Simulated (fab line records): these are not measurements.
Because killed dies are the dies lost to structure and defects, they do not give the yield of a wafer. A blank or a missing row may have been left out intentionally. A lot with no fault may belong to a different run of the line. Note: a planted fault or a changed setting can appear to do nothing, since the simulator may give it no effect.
A struck lot beside a sound one	flow nand_harc	13 steps out of a route of 1302
Sound: these wafers, L237.2, L237.3, L237.6. Struck: wafers L229.3, L229.4, L229.6. The cause is given at the end.
Per side, at each step with rows, come the tool, then ch with its chambers, and then its first start. Under that, the readings that differ: sound wafers	struck wafers	difference of the means	sigmas: that difference in standard deviations of wafers without a fault.
alike: a reading whose means differ by less than 2 such deviations, as well as words and numbers matching on both sides. not compared: withheld readings; readings where some wafer has no value; bounds like >300 that might hide an equal value; numbers whose values overlap and for which the record gives no deviation.
The two part at a step that has a row with sigmas, a row that says differs or no value, or rows on one side only. Numbers that don't overlap but have no deviation are shown without sigmas and don't part them. A reading missing from all wafers of one side parts the sides only when that side holds two or more wafers.

NHARC_A_WL_FILL_RTA_01: time 5 s.
  sound on rtp_anneal-01 ch 0, day 27 09:23; struck on rtp_anneal-02 ch 0, day 23 16:17
reading	sound	struck	difference	sigmas
lamp_power_pct (%)	37 37 37	28 28 28	-9	-2
lamp_zone_4_pct (%)	37 37 37	28 29 28	-9	-2
  alike: lamp_zone_7_pct, wafer_temp_C_max
NHARC_A_WL_FILL_ALD_02: deposits TiN, target thk 2 nm, pulse time 3 s, ald cycles 100.
  sound on ald_metal-01 ch 0,1, day 27 09:37; struck on ald_metal-02 ch 1,2,3, day 23 16:27
  alike: ald_cycles, heater_power_w, precursor_pulse_height_rel, susceptor_temp_C
NHARC_A_WL_FILL_CVD_03: deposits W, target thk 40 nm, time 279 s.
  sound on cvd_w-01 ch 0,1, day 27 10:04; struck on cvd_w-02 ch 0,1, day 23 17:04
reading	sound	struck	difference	sigmas
heater_power_w (W)	510 401 400	542 540 552	+108	+2
  alike: chamber_pressure_Torr, susceptor_temp_C, throttle_valve_pct
then, 2 steps without rows for these wafers: NHARC_A_WL_FILL_ETCHBACK_04 (etches the open film in NF3, target depth 60 nm, time 120 s); NHARC_A_WL_FILL_ETCHBACK_05 (etches the open film in Cl2/BCl3, target depth 22 nm, time 60 s).
NHARC_A_WL_FILL_STRIP_27: strips in N2/H2, time 20 s.
  sound on plasma_asher-02 ch 0, day 27 10:48; struck on plasma_asher-02 ch 0,1, day 23 17:46
  alike: drypump_motor_current_A, heater_power_w
  not compared: rf_hours_counter_h
then, 4 steps without rows for these wafers: NHARC_A_WL_FILL_STRIP_28 (strips in post etch residue remover, time 1200 s); NHARC_A_WL_FILL_PRECLEAN_06 (cleans in DIW, time 300 s); NHARC_A_WL_FILL_SRD_07; NHARC_A_WL_FILL_ANNEAL_08 (time 1800 s).
NHARC_A_WL_FILL_ALD_10: deposits SiO2, target thk 50 nm, pulse time 10 s, ald cycles 500.
  sound on ald_hk-02 ch 0,2, day 27 16:59; struck on ald_hk-02 ch 0,1,2, day 23 22:47
reading	sound	struck	difference	sigmas
ald_cycles	500 500 500	471 471 471	-29	
  alike: heater_power_w, precursor_pulse_height_rel, susceptor_temp_C
NHARC_A_WL_FILL_ETCHBACK_16: etches the open film in C4F8/O2/Ar, target depth 120 nm, time 24 s.
  sound: rie_diel-05 ch 0,2; struck: rie_diel-08 ch 0,1,3
  alike: oes_product_au, rf_vpp_V
  not compared: rf_hours_counter_h
then, 1 step without rows for these wafers: NHARC_END_SORT_01.

## WHERE THEY PART
Last at NHARC_A_WL_FILL_CVD_03 as far as this record goes, first at NHARC_A_WL_FILL_RTA_01. Later steps at which nothing parts them and some readings are alike: NHARC_A_WL_FILL_STRIP_27, NHARC_A_WL_FILL_ALD_10, NHARC_A_WL_FILL_ETCHBACK_16.

WHY: what the simulator had put in
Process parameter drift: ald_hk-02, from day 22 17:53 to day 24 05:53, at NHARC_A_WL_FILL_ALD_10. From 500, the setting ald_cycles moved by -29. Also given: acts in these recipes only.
